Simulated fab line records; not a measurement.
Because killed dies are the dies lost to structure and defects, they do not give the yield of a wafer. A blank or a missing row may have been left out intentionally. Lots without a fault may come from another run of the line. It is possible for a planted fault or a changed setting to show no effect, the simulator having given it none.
The tool behind it: which one?	flow n5 finfet	66 wafers from 22 lots sampled at 6 of the route's 1938 steps

## WHAT EACH GAUGE READ, for each wafer
The record holds no reading of a measuring or inspecting step that can be judged against a usual standard deviation.

## TOOL THAT RAN EACH LOT (tool first, then ch and the chambers of the sampled wafers, then the start)
lot	N5_STI_FIN_REVEAL_ALD_00	N5_DUMMY_GATE_DESCUM_20	N5_DUMMY_GATE_TRIM_49	N5_DUMMY_GATE_ETCH_31	N5_DUMMY_GATE_STRIP_41	N5_DUMMY_GATE_ETCH_23
L074	ald sin-02 ch 0,1, day 2 03:45	rie diel-03 ch 0,2,3, day 2 22:13	rie si-06 ch 1,2,3, day 2 22:27	rie diel-03 ch 0,2,3, day 2 22:38	rie diel-03 ch 0,2,3, day 2 22:41	rie si-04 ch 0,1,2, day 2 22:56
L075	ald sin-01 ch 0,1,3, day 2 10:40	rie diel-05 ch 2,3, day 3 04:59	rie si-04 ch 0,1,3, day 3 05:13	rie diel-06 ch 0,3, day 3 05:25	rie diel-06 ch 0,3, day 3 05:28	rie si-01 ch 0,1,2, day 3 05:41
L076	ald sin-02 ch 0,2,3, day 2 18:34	rie diel-03 ch 1,3, day 3 12:10	rie si-01 ch 0,2,3, day 3 12:23	rie diel-06 ch 0,1, day 3 12:43	rie diel-06 ch 0,1, day 3 12:46	rie si-04 ch 1,3, day 3 12:59
L077	ald sin-03 ch 1,2,3, day 2 22:02	rie diel-05 ch 0,2,3, day 3 15:58	rie si-01 ch 0,1, day 3 16:13	rie diel-03 ch 0,1,3, day 3 16:25	rie diel-03 ch 0,1,3, day 3 16:28	rie si-06 ch 2,3, day 3 16:42
L078	ald sin-01 ch 0,1,2, day 3 03:48	rie diel-05 ch 1,2,3, day 3 22:01	rie si-01 ch 1,2, day 3 22:15	rie diel-06 ch 2,3, day 3 22:26	rie diel-06 ch 2,3, day 3 22:29	rie si-04 ch 1,2, day 3 22:43
L079	ald sin-03 ch 0,3, day 3 10:59	rie diel-05 ch 1,2, day 4 04:21	rie si-04 ch 0,1,2, day 4 04:34	rie diel-03 ch 2,3, day 4 04:51	rie diel-03 ch 2,3, day 4 04:54	rie si-06 ch 0,1,2, day 4 05:08
L080	ald sin-02 ch 2,3, day 3 17:32	rie diel-06 ch 0,2,3, day 4 12:46	rie si-06 ch 0,2,3, day 4 13:00	rie diel-05 ch 1,2,3, day 4 13:12	rie diel-05 ch 1,2,3, day 4 13:14	rie si-01 ch 2,3, day 4 13:28
L081	ald sin-02 ch 1,2,3, day 3 21:33	rie diel-03 ch 0,1,2, day 4 16:58	rie si-04 ch 0,1,3, day 4 17:12	rie diel-06 ch 0,1,2, day 4 17:31	rie diel-06 ch 0,1,2, day 4 17:34	rie si-06 ch 0,3, day 4 17:48
L083	ald sin-01 ch 0,1,3, day 4 09:46	rie diel-06 ch 0,2, day 5 03:14	rie si-06 ch 0,3, day 5 03:27	rie diel-05 ch 0,1, day 5 03:47	rie diel-05 ch 0,1, day 5 03:50	rie si-01 ch 0,3, day 5 04:04
L084	ald sin-02 ch 0,2,3, day 4 16:01	rie diel-03 ch 0,1,3, day 5 09:38	rie si-01 ch 0,2, day 5 09:52	rie diel-05 ch 1,2,3, day 5 10:04	rie diel-05 ch 1,2,3, day 5 10:07	rie si-06 ch 0,2, day 5 10:20
L085	ald sin-02 ch 0,2,3, day 4 22:28	rie diel-03 ch 1,3, day 5 15:47	rie si-04 ch 0,1,2, day 5 16:01	rie diel-05 ch 0,2, day 5 16:19	rie diel-05 ch 0,2, day 5 16:22	rie si-01 ch 2,3, day 5 16:36
L086	ald sin-03 ch 0,1,2, day 5 05:09	rie diel-06 ch 1,2,3, day 6 00:13	rie si-04 ch 0,2, day 6 00:26	rie diel-06 ch 0,2,3, day 6 00:38	rie diel-06 ch 0,2,3, day 6 00:41	rie si-01 ch 0,1, day 6 00:55
L087	ald sin-03 ch 0,1, day 5 11:26	rie diel-05 ch 0,1, day 6 04:47	rie si-01 ch 0,1,3, day 6 05:01	rie diel-06 ch 0,2,3, day 6 05:13	rie diel-06 ch 0,2,3, day 6 05:16	rie si-01 ch 1,2, day 6 05:29
L088	ald sin-02 ch 0,2,3, day 5 16:34	rie diel-05 ch 0,2,3, day 6 09:58	rie si-01 ch 1,2,3, day 6 10:11	rie diel-05 ch 0,2,3, day 6 10:23	rie diel-05 ch 0,2,3, day 6 10:25	rie si-06 ch 0,1,2, day 6 10:40
L089	ald sin-01 ch 0,2,3, day 5 23:06	rie diel-03 ch 0,2,3, day 6 17:04	rie si-04 ch 0,1,3, day 6 17:17	rie diel-06 ch 0,1,3, day 6 17:48	rie diel-06 ch 0,1,3, day 6 17:51	rie si-04 ch 1,2,3, day 6 18:05
L090	ald sin-02 ch 1,2,3, day 6 03:57	rie diel-06 ch 0,1,2, day 6 21:51	rie si-01 ch 0,1, day 6 22:05	rie diel-06 ch 1,2,3, day 6 22:21	rie diel-06 ch 1,2,3, day 6 22:24	rie si-04 ch 0,2,3, day 6 22:38
L091	ald sin-01 ch 0,1,2, day 6 09:48	rie diel-03 ch 2,3, day 7 03:36	rie si-01 ch 1,2,3, day 7 03:49	rie diel-03 ch 0,3, day 7 04:01	rie diel-03 ch 0,3, day 7 04:04	rie si-04 ch 1,2,3, day 7 04:18
L093	ald sin-03 ch 0,1,3, day 6 22:01	rie diel-03 ch 0,3, day 7 16:30	rie si-06 ch 1,2,3, day 7 16:43	rie diel-05 ch 2,3, day 7 16:55	rie diel-05 ch 2,3, day 7 16:58	rie si-04 ch 1,3, day 7 17:12
L094	ald sin-01 ch 1,2,3, day 7 03:56	rie diel-05 ch 0,2,3, day 7 21:28	rie si-04 ch 0,1,3, day 7 21:41	rie diel-06 ch 0,1,2, day 7 21:53	rie diel-06 ch 0,1,2, day 7 21:56	rie si-06 ch 2,3, day 7 22:10
L095	ald sin-02 ch 0,1,3, day 7 09:44	rie diel-05 ch 2,3, day 8 02:59	rie si-06 ch 0,1,2, day 8 03:13	rie diel-03 ch 0,1, day 8 03:25	rie diel-03 ch 0,1, day 8 03:28	rie si-01 ch 0,1,2, day 8 03:41
L096	ald sin-01 ch 2,3, day 7 16:01	rie diel-05 ch 0,2, day 8 12:04	rie si-04 ch 0,2, day 8 12:17	rie diel-06 ch 0,3, day 8 12:29	rie diel-06 ch 0,3, day 8 12:32	rie si-06 ch 0,1,3, day 8 12:46
L097	ald sin-02 ch 0,1,2, day 7 22:04	rie diel-06 ch 1,2,3, day 8 17:26	rie si-04 ch 1,2,3, day 8 17:39	rie diel-05 ch 0,1,2, day 8 17:51	rie diel-05 ch 0,1,2, day 8 17:54	rie si-06 ch 1,2,3, day 8 18:08
- N5_STI_FIN_REVEAL_ALD_00: deposits SiO2, target thk 1 nm, pulse time 1 s.
- N5_DUMMY_GATE_DESCUM_20: chemistry O2, time 6.2 s.
- N5_DUMMY_GATE_TRIM_49: chemistry O2, time 29 s, target cd 14 nm.
- N5_DUMMY_GATE_ETCH_31: etches SiO2 in C4F6/O2, target depth 82.5 nm, time 27.5 s.
- N5_DUMMY_GATE_STRIP_41: strips in O2.
- N5_DUMMY_GATE_ETCH_23: etches poly-Si in HBr/Cl2/O2, target depth 41 nm, time 22.3 s.

## WHAT THE TOOLS THEMSELVES READ (means of the sampled wafers that have a number; where no wafer has one, the mark that the record gives instead)
N5_STI_FIN_REVEAL_ALD_00.
lot	tool	heater power w (W)	precursor pulse height rel
L074	ald sin-02	516	1.014
L075	ald sin-01	493	0.999
L076	ald sin-02	502	0.986
L077	ald sin-03	446	0.999
L078	ald sin-01	485	1.006
L079	ald sin-03	434	0.994
L080	ald sin-02	474	0.996
L081	ald sin-02	477	1.001
L083	ald sin-01	494	0.998
L084	ald sin-02	505	1.002
L085	ald sin-02	504	1.006
L086	ald sin-03	449	0.992
L087	ald sin-03	441	1.002
L088	ald sin-02	501	0.984
L089	ald sin-01	464	0.983
L090	ald sin-02	480	0.990
L091	ald sin-01	494	0.993
L093	ald sin-03	432	0.979
L094	ald sin-01	464	1.013
L095	ald sin-02	488	0.993
L096	ald sin-01	459	0.998
L097	ald sin-02	516	1.004

N5_DUMMY_GATE_DESCUM_20.
lot	tool	drypump motor current A (A)	oes product au (a.u.)	rf vpp V (V)	showerhead plenum p Torr (Torr)	throttle valve pct (%)
L074	rie diel-03	5.6	0.83	243.6	2.11	20.17
L075	rie diel-05	5.2	0.91	243.9	2.14	20.24
L076	rie diel-03	5.3	0.95	243.3	2.10	20.14
L077	rie diel-05	5.5	0.83	243.5	2.12	20.38
L078	rie diel-05	5.8	0.81	243.0	2.11	20.37
L079	rie diel-05	5.4	0.84	243.0	2.11	20.29
L080	rie diel-06	5.9	0.79	244.6	2.16	20.35
L081	rie diel-03	5.7	0.84	242.7	2.05	20.10
L083	rie diel-06	5.9	0.78	244.6	2.16	20.31
L084	rie diel-03	5.3	0.85	243.8	2.12	20.22
L085	rie diel-03	5.3	0.90	243.3	2.10	20.16
L086	rie diel-06	5.8	0.79	242.4	2.08	20.46
L087	rie diel-05	5.9	0.70	242.3	2.08	20.59
L088	rie diel-05	5.5	0.80	243.3	2.11	20.41
L089	rie diel-03	5.6	0.80	244.0	2.10	20.22
L090	rie diel-06	5.8	0.78	243.1	2.08	20.43
L091	rie diel-03	5.8	0.78	242.6	2.07	20.14
L093	rie diel-03	5.4	0.79	243.5	2.13	20.32
L094	rie diel-05	5.5	0.79	242.7	2.11	20.41
L095	rie diel-05	5.7	0.80	244.4	2.12	20.37
L096	rie diel-05	5.1	0.81	243.9	2.11	20.36
L097	rie diel-06	5.7	0.77	243.1	2.07	20.49

N5_DUMMY_GATE_TRIM_49.
lot	tool	drypump motor current A (A)	he backside leak sccm (sccm)	oes product au (a.u.)	throttle valve pct (%)
L074	rie si-06	5.3	3.0	0.978	8.20
L075	rie si-04	6.1	2.9	1.027	8.14
L076	rie si-01	5.9	2.6	0.982	8.00
L077	rie si-01	5.5	3.0	0.988	8.01
L078	rie si-01	5.5	2.9	0.991	8.05
L079	rie si-04	5.8	2.9	1.002	8.17
L080	rie si-06	5.1	2.6	0.994	8.12
L081	rie si-04	6.2	2.9	1.023	8.14
L083	rie si-06	5.4	2.7	0.989	8.11
L084	rie si-01	5.7	2.4	0.977	8.01
L085	rie si-04	5.8	2.8	1.010	8.18
L086	rie si-04	5.6	2.9	0.995	8.24
L087	rie si-01	5.8	2.9	0.983	7.99
L088	rie si-01	5.7	2.8	0.988	8.04
L089	rie si-04	6.1	2.9	1.026	8.15
L090	rie si-01	5.5	3.0	0.978	8.01
L091	rie si-01	5.7	2.7	0.981	8.04
L093	rie si-06	5.3	3.0	0.984	8.21
L094	rie si-04	6.1	2.8	1.026	8.14
L095	rie si-06	5.5	2.7	0.993	8.17
L096	rie si-04	5.8	2.7	1.015	8.26
L097	rie si-04	5.9	2.9	1.010	8.12

N5_DUMMY_GATE_ETCH_31.
lot	tool	drypump motor current A (A)	oes product au (a.u.)	rf vpp V (V)	showerhead plenum p Torr (Torr)	throttle valve pct (%)
L074	rie diel-03	5.6	0.81	669	2.87	20.91
L075	rie diel-06	5.8	0.79	676	2.96	20.93
L076	rie diel-06	5.8	0.80	670	2.85	20.92
L077	rie diel-03	5.3	0.88	658	2.89	20.95
L078	rie diel-06	5.9	0.81	661	2.93	21.32
L079	rie diel-03	5.4	0.83	658	2.92	21.03
L080	rie diel-05	5.8	0.80	672	2.87	21.14
L081	rie diel-06	5.8	0.80	665	2.82	21.11
L083	rie diel-05	5.9	0.72	660	2.82	21.24
L084	rie diel-05	5.8	0.79	672	2.86	21.14
L085	rie diel-05	5.1	0.85	655	2.89	21.15
L086	rie diel-06	5.9	0.78	668	2.94	21.16
L087	rie diel-06	5.9	0.77	668	2.94	21.14
L088	rie diel-05	5.5	0.80	662	2.87	21.11
L089	rie diel-06	5.7	0.78	673	2.85	21.06
L090	rie diel-06	5.7	0.79	666	2.83	21.26
L091	rie diel-03	5.4	0.79	672	2.88	20.97
L093	rie diel-05	5.7	0.81	671	2.87	21.07
L094	rie diel-06	5.8	0.79	664	2.82	21.16
L095	rie diel-03	5.4	0.85	652	2.80	20.94
L096	rie diel-06	5.8	0.75	675	2.94	20.98
L097	rie diel-05	5.7	0.84	663	2.84	21.12

N5_DUMMY_GATE_STRIP_41.
lot	tool	drypump motor current A (A)	oes product au (a.u.)	rf vpp V (V)	showerhead plenum p Torr (Torr)	throttle valve pct (%)
L074	rie diel-03	5.5	0.82	3.4	2.11	16.43
L075	rie diel-06	5.8	0.78	3.9	2.19	16.43
L076	rie diel-06	5.8	0.79	3.5	2.11	16.50
L077	rie diel-03	5.3	0.88	4.0	2.13	16.44
L078	rie diel-06	6.0	0.81	3.6	2.15	16.74
L079	rie diel-03	5.4	0.84	3.8	2.15	16.46
L080	rie diel-05	5.8	0.80	3.8	2.11	16.63
L081	rie diel-06	5.8	0.80	4.2	2.09	16.67
L083	rie diel-05	5.9	0.71	4.0	2.08	16.83
L084	rie diel-05	5.8	0.80	3.5	2.11	16.65
L085	rie diel-05	5.1	0.84	3.7	2.12	16.57
L086	rie diel-06	5.9	0.77	3.7	2.16	16.62
L087	rie diel-06	5.9	0.77	3.8	2.16	16.61
L088	rie diel-05	5.5	0.80	3.4	2.12	16.66
L089	rie diel-06	5.7	0.78	3.5	2.10	16.58
L090	rie diel-06	5.8	0.78	3.8	2.08	16.72
L091	rie diel-03	5.4	0.79	4.2	2.14	16.56
L093	rie diel-05	5.7	0.81	3.7	2.12	16.59
L094	rie diel-06	5.9	0.78	3.7	2.08	16.70
L095	rie diel-03	5.4	0.85	4.3	2.06	16.42
L096	rie diel-06	5.8	0.74	3.7	2.17	16.51
L097	rie diel-05	5.7	0.83	3.6	2.09	16.59

N5_DUMMY_GATE_ETCH_23.
lot	tool	drypump motor current A (A)	he backside leak sccm (sccm)	mfc cl2 sccm (sccm)	oes product au (a.u.)	throttle valve pct (%)
L074	rie si-04	5.8	2.8	80.05	1.001	37.03
L075	rie si-01	5.6	2.7	79.97	0.982	37.00
L076	rie si-04	6.2	2.9	79.83	1.021	36.87
L077	rie si-06	5.0	2.6	79.96	0.991	37.20
L078	rie si-04	5.8	3.2	80.27	1.005	36.90
L079	rie si-06	5.5	2.8	79.92	0.988	37.28
L080	rie si-01	5.8	2.4	80.04	0.994	36.81
L081	rie si-06	5.4	2.7	80.06	0.988	37.39
L083	rie si-01	6.0	2.6	80.07	0.963	36.95
L084	rie si-06	5.1	2.4	79.89	1.006	37.15
L085	rie si-01	5.8	2.5	80.15	0.991	36.80
L086	rie si-01	5.5	3.0	80.27	0.982	37.10
L087	rie si-01	5.6	2.6	79.98	0.999	36.87
L088	rie si-06	5.5	2.6	79.88	0.982	37.27
L089	rie si-04	5.9	2.8	79.96	1.006	36.73
L090	rie si-04	6.0	2.8	80.05	0.998	36.86
L091	rie si-04	6.0	2.8	80.02	0.998	36.74
L093	rie si-04	6.2	3.0	79.66	1.019	36.86
L094	rie si-06	5.0	2.9	79.47	0.978	37.35
L095	rie si-01	5.6	2.7	80.08	0.993	37.01
L096	rie si-06	5.5	2.9	80.12	0.974	37.43
L097	rie si-06	5.4	3.0	79.97	0.974	37.31

## THE ANSWER, worked out from the rows above alone
Rule: usual is defined by the lots themselves. The widest of any qualifying gaps counts: lots, ordered by their means at a reading, are off when they make up no more than a third of the lots, leave a main group of 4 or more, and stand apart from it by 3 or more times the standard deviation of that group's means. A main group whose means are all the same, to the digits that the tables above print for the reading, isn't used. A lot without any number at a reading at which 4 lots or more have one is off too. Where the step has rows for the other lots, those lots are counted as sound. Order of review: gauges by route order, followed by the tools' own readings, for which a lot's mean as printed above is used. At the first step where some lot is off, the reading lying furthest off is the one used; lots without a number count as furthest.
No lot is off at any reading shown: from this, nothing can be told.

## WHAT THE SIMULATOR PUT IN
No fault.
